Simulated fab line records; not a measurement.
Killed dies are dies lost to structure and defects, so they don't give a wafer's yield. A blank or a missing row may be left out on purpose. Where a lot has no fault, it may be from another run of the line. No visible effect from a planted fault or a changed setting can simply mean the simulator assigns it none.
Chamber matching :: flow n5 finfet :: N5_BEOL_M10_STRIP_36 on rie diel-04 has 3 sister chambers
The step strips in N2/H2. 3 wafers are shown with their chamber, then 4 later ones without.

EACH WAFER AND ITS CHAMBER
wafer: L085.2
chamber: 1
showerhead plenum p Torr (Torr): 2.58

wafer: L088.1
chamber: 0
showerhead plenum p Torr (Torr): 2.45

wafer: L088.5
chamber: 3
showerhead plenum p Torr (Torr): 2.45

WAFERS WHOSE CHAMBER IS MISSING
wafer: L091.2
showerhead plenum p Torr (Torr): 2.45

wafer: L091.5
showerhead plenum p Torr (Torr): 2.45

wafer: L093.2
showerhead plenum p Torr (Torr): 2.45

wafer: L093.4
showerhead plenum p Torr (Torr): 2.57

EACH ONE'S CHAMBER
wafer: L091.2
from the rows above: can't be placed: 0 or 3
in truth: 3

wafer: L091.5
from the rows above: can't be placed: 0 or 3
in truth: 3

wafer: L093.2
from the rows above: can't be placed: 0 or 3
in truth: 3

wafer: L093.4
from the rows above: 1
in truth: 1
Placed correctly: 1 of 4. Unplaceable from these rows: 3, with the true chamber sitting among the candidates in 3. Wrongly placed: 0.
How it was worked out, from the rows above alone: a wafer's distance from a chamber is the root of the sum, over the readings, of the square of ((its reading less the chamber's mean) divided by the reading's scatter). The wafer belongs to the nearest chamber; if the next one is less than 2 further off, it can't be placed. Each chamber's mean is taken over the wafers shown for it. The scatter (one wafer shown for each chamber): square how far every hidden wafer sits from the nearest shown wafer, average those squares and take the square root.
